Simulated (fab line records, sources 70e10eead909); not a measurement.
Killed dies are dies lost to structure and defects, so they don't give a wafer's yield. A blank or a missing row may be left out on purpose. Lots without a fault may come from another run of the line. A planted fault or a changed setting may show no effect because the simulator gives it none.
Which tool did it? | flow nand_harc | 6 lots, 18 wafers sampled, at 2 steps of a route of 1302

WHAT THE GAUGES READ, wafer by wafer
NHARC_A_SOURCE_PLATE_THK_MEAS_06: measures by ellipsometry.
lot  | measured     | on            | thk_nm (nm)
L648 | day 7 19:34  | film_metro-01 | 198.5 197.5 201.3
L651 | day 8 21:00  | film_metro-02 | 198.8 200.2 200.9
L659 | day 12 09:35 | film_metro-02 | 203.4 205.5 202.2
L663 | day 13 15:05 | film_metro-02 | 199.2 202.9 198.7
L667 | day 15 10:16 | film_metro-01 | 198.4 197.7 196.3
L670 | day 16 22:44 | film_metro-01 | 201.0 198.2 199.7

WHICH TOOL RAN EACH LOT (tool, then ch and the chambers of the sampled wafers, then the start)
lot  | NHARC_A_ZERO_WELL_RTA_16
L648 | rtp_anneal-02 ch 0, day 7 00:23
L651 | rtp_anneal-01 ch 0, day 7 23:56
L659 | rtp_anneal-02 ch 0, day 11 08:50
L663 | rtp_anneal-02 ch 0, day 12 19:53
L667 | rtp_anneal-02 ch 0, day 14 14:10
L670 | rtp_anneal-02 ch 0, day 16 00:05
- NHARC_A_ZERO_WELL_RTA_16: time 10 s.

THE ANSWER, worked out from the rows above alone
Rule: what is usual is taken from the lots themselves. Put in order of their means at a reading, lots are off if they are a third of the lots or fewer, leave a main group of 4 or more, and stand apart from it by a gap of 3 or more times the standard deviation of the main group's means; of several such gaps the widest counts. A main group whose means are all the same, to the digits that the tables above print for the reading, isn't used. A lot without any number at a reading at which 4 lots or more have one is off too. The other lots that the step has rows for count as sound.
Off: L659, at NHARC_A_SOURCE_PLATE_THK_MEAS_06 (thk_nm). The main group: mean 199.3 nm, standard deviation 0.99.
A tool fits if, at a process step before that reading, it ran every lot that is off, and no sound lot after the first of them. The gauges at NHARC_A_SOURCE_PLATE_THK_MEAS_06 are tried like those tools. None of those tried fits.

WHAT THE SIMULATOR HAD PUT IN
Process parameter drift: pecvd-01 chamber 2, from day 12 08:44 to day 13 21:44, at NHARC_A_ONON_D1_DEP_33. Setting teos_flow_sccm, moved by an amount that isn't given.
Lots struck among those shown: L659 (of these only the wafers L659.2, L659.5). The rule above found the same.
